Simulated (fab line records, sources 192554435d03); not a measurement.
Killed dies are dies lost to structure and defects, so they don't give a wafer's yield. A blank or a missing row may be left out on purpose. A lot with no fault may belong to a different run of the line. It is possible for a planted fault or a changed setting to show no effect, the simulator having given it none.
Which tool is to blame? | flow n5_finfet | Sampling: 12 lots, 36 wafers, 2 of 1938 route steps

## WHAT THE GAUGES READ, wafer by wafer
N5_BEOL_M11_OVL_MEAS_29.
lot  | measured     | on         | V10_OVL (nm)
L075 | day 10 14:27 | overlay-01 | 0.7 0.7 -0.2
L078 | day 11 07:55 | overlay-01 | -1.4 0.0 -1.1
L079 | day 11 08:18 | overlay-01 | -0.2 0.1 -0.9
L081 | day 11 23:52 | overlay-01 | -0.2 -0.6 -0.6
L083 | day 12 11:16 | overlay-02 | 1.0 1.9 -0.8
L085 | day 12 23:56 | overlay-01 | -0.8 -1.1 0.2
L088 | day 13 12:37 | overlay-01 | -0.1 0.5 -0.1
L090 | day 13 19:38 | overlay-02 | 0.2 -1.1 -0.9
L091 | day 14 01:14 | overlay-02 | -0.8 1.1 0.1
L093 | day 15 19:38 | overlay-01 | 0.4 -1.1 -0.3
L094 | day 15 19:49 | overlay-02 | -0.1 0.1 1.0
L096 | day 17 00:20 | overlay-02 | -0.5 -0.8 0.4

## EACH LOT AND THE TOOL THAT RAN IT (in order: tool; ch and the chambers of the sampled wafers; start)
lot  | N5_BEOL_M11_CURE_71
L075 | uv_cure-03 ch 0, day 10 09:02
L078 | uv_cure-01 ch 0, day 11 03:17
L079 | uv_cure-01 ch 2, day 11 04:19
L081 | uv_cure-02 ch 2, day 11 19:52
L083 | uv_cure-03 ch 1, day 12 06:02
L085 | uv_cure-01 ch 1, day 12 20:29
L088 | uv_cure-02 ch 1, day 13 10:00
L090 | uv_cure-02 ch 0, day 13 16:04
L091 | uv_cure-01 ch 1, day 13 22:42
L093 | uv_cure-03 ch 2, day 15 14:58
L094 | uv_cure-03 ch 2, day 15 16:07
L096 | uv_cure-01 ch 1, day 16 19:03
- N5_BEOL_M11_CURE_71: cures SiCOH lowk, time 240 s.

## THE ANSWER, worked out from the rows above alone
Rule: usual is defined by the lots themselves. The widest of any qualifying gaps counts: lots, ordered by their means at a reading, are off when they make up no more than a third of the lots, leave a main group of 4 or more, and stand apart from it by 3 or more times the standard deviation of that group's means. If all means in a main group match to the digits the tables above print for the reading, that group is not used. A lot without any number at a reading at which 4 lots or more have one is off too. Where the step has rows for the other lots, those lots are counted as sound.
Across all readings shown, no lot is off: no conclusion can be drawn from this.

## WHAT HAD BEEN PUT IN BY THE SIMULATOR
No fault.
